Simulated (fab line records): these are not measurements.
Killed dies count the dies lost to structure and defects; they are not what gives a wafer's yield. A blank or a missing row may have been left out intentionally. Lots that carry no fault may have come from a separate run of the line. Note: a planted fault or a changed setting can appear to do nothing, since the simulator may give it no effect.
Which of the tools did it?	flow n5_finfet	32 wafers from 11 lots sampled at 5 of the route's 1938 steps

## WHAT EACH GAUGE READ, for each wafer
N5_WELL_APT_OVL_MEAS_26. Usual: PWELL_OVL typically reads 4 nm, with standard deviation 5.6.
lot	measured	on	PWELL_OVL (nm)	flag
L220	day 1 15:41	overlay-02	-8 -2 5	
L221	day 1 20:47	overlay-01	12 2 15	
L223	day 2 09:03	overlay-02	9 -2 0	
L224	day 2 14:57	overlay-02	-1 4 6	
L225	day 2 20:51	overlay-01	5 8	
L226	day 3 03:07	overlay-01	8 6 15	
L230	day 4 03:10	overlay-01	-1 10 2	
L235	day 5 09:34	overlay-02	-3 1 4	
L236	day 5 14:50	overlay-02	-14 -15 -5	
L242	day 7 03:12	overlay-01	3 3 6	
L243	day 7 09:03	overlay-01	7 11 6	

N5_FIN_SAQP_OVL_MEAS_17. Usual: FIN_CORE_OVL typically reads -0.4 nm, with standard deviation 0.74.
lot	measured	on	FIN_CORE_OVL (nm)	flag
L220	day 1 22:31	overlay-02	-0.3 -1.3 -0.2	
L221	day 2 04:03	overlay-01	-1.2 -0.1 -0.1	
L223	day 2 16:17	overlay-01	-0.2 -0.4 -1.0	
L224	day 2 21:49	overlay-02	0.1 -0.1 -0.1	
L225	day 3 03:19	overlay-01	-1.6 -1.5	
L226	day 3 09:30	overlay-02	-0.2 0.6 0.6	
L230	day 4 09:40	overlay-01	1.2 0.2 -0.9	
L235	day 5 17:38	overlay-02	- - -	OFF
L236	day 5 21:19	overlay-02	- - -	OFF
L242	day 7 10:32	overlay-02	-1.8 -0.7 -1.0	
L243	day 7 15:51	overlay-02	-0.3 -1.3 0.0	

## WHAT TOOL EACH LOT RAN ON (gives the tool, then ch and the chambers of the sampled wafers, and finally the start)
lot	N5_WELL_APT_EPI_41	N5_PMOS_HMC_CHANNEL_EPI_HM_DEP_34	N5_PMOS_HMC_CHANNEL_EPI_FIN_RECESS_16
L220	epi_rpcvd-02 ch 0, day 1 17:14	pecvd-02 ch 1,2, day 1 17:43	rie_si-05 ch 0,1, day 1 18:32
L221	epi_rpcvd-03 ch 0, day 1 22:09	pecvd-02 ch 0,1, day 1 22:44	rie_si-06 ch 0,2,3, day 2 00:15
L223	epi_rpcvd-04 ch 0, day 2 10:06	pecvd-02 ch 1,2, day 2 10:47	rie_si-02 ch 0,2, day 2 11:36
L224	epi_rpcvd-03 ch 0, day 2 16:01	pecvd-03 ch 0,1, day 2 16:41	rie_si-06 ch 2,3, day 2 17:41
L225	epi_rpcvd-04 ch 0, day 2 22:16	pecvd-03 ch 1, day 2 22:40	rie_si-06 ch 1, day 2 23:37
L226	epi_rpcvd-03 ch 0, day 3 04:10	pecvd-01 ch 0,2, day 3 04:50	rie_si-05 ch 1,3, day 3 05:52
L230	epi_rpcvd-04 ch 0, day 4 04:20	pecvd-01 ch 1,2, day 4 04:54	rie_si-02 ch 1,2, day 4 06:10
L235	epi_rpcvd-03 ch 0, day 5 11:20	pecvd-03 ch 0,1,2, day 5 12:05	rie_si-02 ch 0,1,3, day 5 13:04
L236	epi_rpcvd-02 ch 0, day 5 16:06	pecvd-01 ch 1,2, day 5 16:40	rie_si-06 ch 1,2,3, day 5 17:37
L242	epi_rpcvd-03 ch 0, day 7 05:09	pecvd-01 ch 0,1, day 7 05:37	rie_si-05 ch 1,2,3, day 7 06:27
L243	epi_rpcvd-04 ch 0, day 7 10:21	pecvd-02 ch 1,2, day 7 11:13	rie_si-05 ch 1,2,3, day 7 12:02
- N5_WELL_APT_EPI_41: deposits Si from SiH4/H2, target thk 50 nm, time 297.7 s.
- N5_PMOS_HMC_CHANNEL_EPI_HM_DEP_34: deposits SiO2 from TEOS/O2, target thk 36 nm, time 6.9 s.
- N5_PMOS_HMC_CHANNEL_EPI_FIN_RECESS_16: chemistry HBr/Cl2, target Si, target depth 54 nm, time 18 s.

## WHAT THE TOOLS THEMSELVES READ (means of the sampled wafers that have a number; where no wafer has one, the mark that the record gives instead)
N5_WELL_APT_EPI_41. Usual: susceptor_temp_C_max 651.2, standard deviation 0.42; throttle_valve_pct 11.7 %, standard deviation 0.55.
lot	tool	susceptor_temp_C_max	throttle_valve_pct (%)	flag
L220	epi_rpcvd-02	651.1	11.7	
L221	epi_rpcvd-03	651.3	12.3	
L223	epi_rpcvd-04	651.7	11.0	
L224	epi_rpcvd-03	650.7	12.3	
L225	epi_rpcvd-04	651.3	10.9	
L226	epi_rpcvd-03	650.8	12.2	
L230	epi_rpcvd-04	651.7	11.0	
L235	epi_rpcvd-03	651.2	12.2	
L236	epi_rpcvd-02	651.2	11.5	
L242	epi_rpcvd-03	650.8	12.4	
L243	epi_rpcvd-04	651.5	11.2	

N5_PMOS_HMC_CHANNEL_EPI_HM_DEP_34. Usual: heater_power_w 554 W, standard deviation 88; showerhead_plenum_p_Torr 8.337 Torr, standard deviation 0.017; throttle_valve_pct 19.0 %, standard deviation 1.4.
lot	tool	heater_power_w (W)	showerhead_plenum_p_Torr (Torr)	throttle_valve_pct (%)	flag
L220	pecvd-02	628	8.350	18.8	
L221	pecvd-02	606	8.329	19.8	
L223	pecvd-02	688	8.350	19.0	
L224	pecvd-03	457	8.330	19.3	
L225	pecvd-03	419	8.301	21.1	
L226	pecvd-01	567	8.333	18.1	
L230	pecvd-01	580	8.350	18.1	
L235	pecvd-03	462	8.330	18.9	
L236	pecvd-01	551	8.328	17.7	
L242	pecvd-01	563	8.337	17.8	
L243	pecvd-02	641	8.337	19.0	

N5_PMOS_HMC_CHANNEL_EPI_FIN_RECESS_16. Usual: HBr_flow_sccm 150.0 sccm, standard deviation 0.47; bias_w 74.97 W, standard deviation 0.23; drypump_motor_current_A 5.7 A, standard deviation 0.41; oes_product_au 0.992 a.u., standard deviation 0.023; throttle_valve_pct 35.5 %, standard deviation 0.47.
lot	tool	HBr_flow_sccm (sccm)	bias_w (W)	drypump_motor_current_A (A)	oes_product_au (a.u.)	throttle_valve_pct (%)	flag
L220	rie_si-05	149.6	75.38	5.4	1.009	35.6	
L221	rie_si-06	150.3	74.88	5.7	1.006	35.4	
L223	rie_si-02	149.9	74.90	5.7	0.957	35.3	
L224	rie_si-06	150.0	74.83	6.2	1.006	35.6	
L225	rie_si-06	150.0	75.22	5.4	0.999	35.6	
L226	rie_si-05	149.7	75.04	6.0	0.998	36.0	
L230	rie_si-02	149.2	75.04	5.9	0.956	35.5	
L235	rie_si-02	-	-	-	-	-	OFF
L236	rie_si-06	-	-	-	-	-	OFF
L242	rie_si-05	149.9	75.10	5.9	0.991	35.5	
L243	rie_si-05	150.2	74.84	5.9	0.999	35.5	

## THE ANSWER, worked out from the rows above alone
Rule: a lot is off if the mean of its wafers that have a number lies more than 3 standard deviations from the usual mean. Also off: a lot with no number at a reading for which 4 or more lots have one. All remaining lots with rows at the step are treated as sound. First the gauges in route order, then the tools' own readings, where a lot's mean is used as printed above. At the first step where some lot is off, the reading lying furthest off is the one used; lots without a number count as furthest.
Off: at N5_FIN_SAQP_OVL_MEAS_17 (FIN_CORE_OVL), L235, L236. Without a number there: L235, L236.
If a tool, at a process step before that reading, ran all the lots that are off and no sound lot after the first of them, it fits. The gauges at N5_FIN_SAQP_OVL_MEAS_17 aren't tried: what is off there is off at N5_PMOS_HMC_CHANNEL_EPI_FIN_RECESS_16 too, on other tools, and a gauge's error can't cause that. No candidate that was tried fits.

## WHAT HAD BEEN PUT IN BY THE SIMULATOR
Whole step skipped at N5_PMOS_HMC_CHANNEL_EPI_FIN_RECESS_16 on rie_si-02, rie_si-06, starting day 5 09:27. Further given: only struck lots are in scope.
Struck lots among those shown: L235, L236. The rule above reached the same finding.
